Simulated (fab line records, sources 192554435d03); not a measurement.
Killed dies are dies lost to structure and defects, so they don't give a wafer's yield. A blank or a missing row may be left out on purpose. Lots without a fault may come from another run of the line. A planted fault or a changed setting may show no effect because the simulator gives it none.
Which tool did it? | flow n5_finfet | 9 lots, 27 wafers sampled, at 5 steps of a route of 1938

WHAT THE GAUGES READ, wafer by wafer
N5_SD_ACTIVATION_RS_MEAS_03: measures by four-point-probe.
lot  | measured    | on            | RS_SD_N (ohm/sq)
L942 | day 3 09:10 | film_metro-02 | 21.71 21.77 21.53
L945 | day 4 06:07 | film_metro-01 | 21.69 21.55 21.35
L946 | day 4 12:32 | film_metro-02 | 21.94 22.04 22.01
L948 | day 4 22:13 | film_metro-02 | 21.93 21.42 21.52
L954 | day 6 17:12 | film_metro-01 | 23.19 23.16 22.93
L956 | day 6 22:51 | film_metro-02 | 22.99 23.63 23.11
L961 | day 8 12:17 | film_metro-01 | 21.74 21.55 21.66
L963 | day 8 19:39 | film_metro-02 | 21.60 21.80 21.71
L965 | day 9 10:23 | film_metro-02 | 21.79 22.13 22.20

WHICH TOOL RAN EACH LOT (tool, then ch and the chambers of the sampled wafers, then the start)
lot  | N5_SD_EPI_N_VAPOR_ETCH_50      | N5_SD_EPI_N_LINER_46             | N5_SD_EPI_P_ETCH_36               | N5_SD_ACTIVATION_LSA_01
L942 | epi_rpcvd-02 ch 0, day 3 02:06 | ald_sin-04 ch 0,1,3, day 3 04:23 | rie_diel-04 ch 0,2, day 3 05:02   | laser_anneal-01 ch 0, day 3 08:58
L945 | epi_rpcvd-02 ch 0, day 3 21:37 | ald_sin-02 ch 2,3, day 4 01:14   | rie_diel-05 ch 0,2, day 4 02:00   | laser_anneal-01 ch 0, day 4 05:55
L946 | epi_rpcvd-03 ch 0, day 4 05:19 | ald_sin-02 ch 0,1,3, day 4 07:36 | rie_diel-04 ch 0,2, day 4 08:23   | laser_anneal-01 ch 0, day 4 12:20
L948 | epi_rpcvd-02 ch 0, day 4 14:59 | ald_sin-04 ch 2,3, day 4 17:19   | rie_diel-04 ch 0,1,2, day 4 18:05 | laser_anneal-01 ch 0, day 4 22:02
L954 | epi_rpcvd-01 ch 0, day 6 06:12 | ald_sin-02 ch 0,2,3, day 6 08:24 | rie_diel-02 ch 0,1,3, day 6 09:10 | laser_anneal-01 ch 0, day 6 17:00
L956 | epi_rpcvd-03 ch 0, day 6 15:17 | ald_sin-03 ch 1,2,3, day 6 17:36 | rie_diel-02 ch 0,2,3, day 6 18:24 | laser_anneal-01 ch 0, day 6 22:38
L961 | epi_rpcvd-02 ch 0, day 8 02:51 | ald_sin-03 ch 0,1, day 8 04:59   | rie_diel-04 ch 1,3, day 8 05:38   | laser_anneal-02 ch 0, day 8 12:05
L963 | epi_rpcvd-02 ch 0, day 8 10:16 | ald_sin-02 ch 1,2,3, day 8 12:26 | rie_diel-05 ch 0,2, day 8 13:12   | laser_anneal-02 ch 0, day 8 19:27
L965 | epi_rpcvd-03 ch 0, day 9 02:14 | ald_sin-04 ch 0,2,3, day 9 05:04 | rie_diel-02 ch 0,2,3, day 9 05:54 | laser_anneal-02 ch 0, day 9 10:11
- N5_SD_EPI_N_VAPOR_ETCH_50: etches Si in HCl, time 54 s.
- N5_SD_EPI_N_LINER_46: material SiNx, target thk 3 nm.
- N5_SD_EPI_P_ETCH_36: etches SiARC in CF4, target depth 45.5 nm, time 75.8 s.
- N5_SD_ACTIVATION_LSA_01: time 0.0008 s.

THE ANSWER, worked out from the rows above alone
Rule: what is usual is taken from the lots themselves. Put in order of their means at a reading, lots are off if they are a third of the lots or fewer, leave a main group of 4 or more, and stand apart from it by a gap of 3 or more times the standard deviation of the main group's means; of several such gaps the widest counts. A main group whose means are all the same, to the digits that the tables above print for the reading, isn't used. A lot without any number at a reading at which 4 lots or more have one is off too. The other lots that the step has rows for count as sound.
Off: L954, L956, at N5_SD_ACTIVATION_RS_MEAS_03 (RS_SD_N). The main group: mean 21.74 ohm/sq, standard deviation 0.18.
A tool fits if, at a process step before that reading, it ran every lot that is off, and no sound lot after the first of them. The gauges at N5_SD_ACTIVATION_RS_MEAS_03 are tried like those tools. One fits: laser_anneal-01 at N5_SD_ACTIVATION_LSA_01. Its last sound lot is L948 (day 4 22:02), its first lot that is off L954 (day 6 17:00): a fault that began between those two fits.

WHAT THE SIMULATOR HAD PUT IN
Process parameter drift: laser_anneal-01, from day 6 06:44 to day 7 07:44, at N5_SD_ACTIVATION_LSA_01. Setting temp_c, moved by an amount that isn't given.
Lots struck among those shown: L954, L956. The rule above found the same.
